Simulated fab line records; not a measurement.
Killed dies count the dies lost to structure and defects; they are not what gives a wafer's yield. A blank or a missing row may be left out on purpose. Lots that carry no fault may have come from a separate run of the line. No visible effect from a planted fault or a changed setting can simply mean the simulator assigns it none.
What tool caused it? :: flow n5Finfet :: Sampling: 10 lots, 29 wafers, 3 of 1938 route steps

== WHAT EACH GAUGE READ, for each wafer ==
N5_MOL_CONTACT_COAG_INSPECT_57: inspects for defects (brightfield).
lot: L578
measured: day 5 01:50
on: defectInspect-01
rawDefectCount: 247 184 275

lot: L579
measured: day 5 12:41
on: defectInspect-01
rawDefectCount: 208 168 205

lot: L580
measured: day 5 15:12
on: defectInspect-01
rawDefectCount: 206 249 230

lot: L583
measured: day 6 09:27
on: defectInspect-02
rawDefectCount: 264 244 247

lot: L584
measured: day 6 12:13
on: defectInspect-01
rawDefectCount: 113 138 189

lot: L592
measured: day 8 12:32
on: defectInspect-02
rawDefectCount: 191 198 171

lot: L593
measured: day 8 22:02
on: defectInspect-02
rawDefectCount: 222 703 272

lot: L595
measured: day 9 12:14
on: defectInspect-01
rawDefectCount: 553 130 90

lot: L600
measured: day 10 12:21
on: defectInspect-01
rawDefectCount: 264 330

lot: L601
measured: day 10 19:43
on: defectInspect-02
rawDefectCount: 205 181 216

== EACH LOT AND THE TOOL THAT RAN IT (in order: tool; ch and the chambers of the sampled wafers; start) ==
lot: L578
N5_MOL_CONTACT_COAG_ALD_20: aldMetal-04 ch 1,2,3, day 4 16:10
N5_MOL_CONTACT_COAG_ALD_123: aldSin-02 ch 0,3, day 5 00:53

lot: L579
N5_MOL_CONTACT_COAG_ALD_20: aldMetal-04 ch 0,3, day 5 04:43
N5_MOL_CONTACT_COAG_ALD_123: aldSin-02 ch 0,3, day 5 11:38

lot: L580
N5_MOL_CONTACT_COAG_ALD_20: aldMetal-04 ch 0,1,2, day 5 08:10
N5_MOL_CONTACT_COAG_ALD_123: aldSin-04 ch 0,1,3, day 5 14:16

lot: L583
N5_MOL_CONTACT_COAG_ALD_20: aldMetal-04 ch 0,1, day 6 00:44
N5_MOL_CONTACT_COAG_ALD_123: aldSin-03 ch 0, day 6 08:16

lot: L584
N5_MOL_CONTACT_COAG_ALD_20: aldMetal-03 ch 0,1, day 6 05:17
N5_MOL_CONTACT_COAG_ALD_123: aldSin-02 ch 0,1, day 6 11:16

lot: L592
N5_MOL_CONTACT_COAG_ALD_20: aldMetal-04 ch 0,1,2, day 8 04:56
N5_MOL_CONTACT_COAG_ALD_123: aldSin-04 ch 0,1,2, day 8 11:37

lot: L593
N5_MOL_CONTACT_COAG_ALD_20: aldMetal-04 ch 0,1, day 8 11:40
N5_MOL_CONTACT_COAG_ALD_123: aldSin-02 ch 0,1,2, day 8 21:07

lot: L595
N5_MOL_CONTACT_COAG_ALD_20: aldMetal-03 ch 0,1, day 9 02:52
N5_MOL_CONTACT_COAG_ALD_123: aldSin-02 ch 0,1,2, day 9 11:19

lot: L600
N5_MOL_CONTACT_COAG_ALD_20: aldMetal-03 ch 0,3, day 10 04:20
N5_MOL_CONTACT_COAG_ALD_123: aldSin-04 ch 0, day 10 11:25

lot: L601
N5_MOL_CONTACT_COAG_ALD_20: aldMetal-02 ch 1,2,3, day 10 12:35
N5_MOL_CONTACT_COAG_ALD_123: aldSin-04 ch 0,2, day 10 18:47
- N5_MOL_CONTACT_COAG_ALD_20: deposits TiN, target thk 1.5 nm, pulse time 1 s, purge time 3 s.
- N5_MOL_CONTACT_COAG_ALD_123: deposits SiNx, target thk 5 nm, pulse time 1 s, purge time 2 s.

== THE ANSWER, worked out from the rows above alone ==
Rule: the lots themselves supply what counts as usual. Put in order of their means at a reading, lots are off if they are a third of the lots or fewer, leave a main group of 4 or more, and stand apart from it by a gap of 3 or more times the standard deviation of the main group's means; of several such gaps the widest counts. A main group is skipped when, at the precision printed for the reading in the tables above, its means are all equal. A lot without any number at a reading at which 4 lots or more have one is off too. All remaining lots with rows at the step are treated as sound.
No lot is off at any reading shown: from this, nothing can be told.

== WHAT THE SIMULATOR HAD INSERTED ==
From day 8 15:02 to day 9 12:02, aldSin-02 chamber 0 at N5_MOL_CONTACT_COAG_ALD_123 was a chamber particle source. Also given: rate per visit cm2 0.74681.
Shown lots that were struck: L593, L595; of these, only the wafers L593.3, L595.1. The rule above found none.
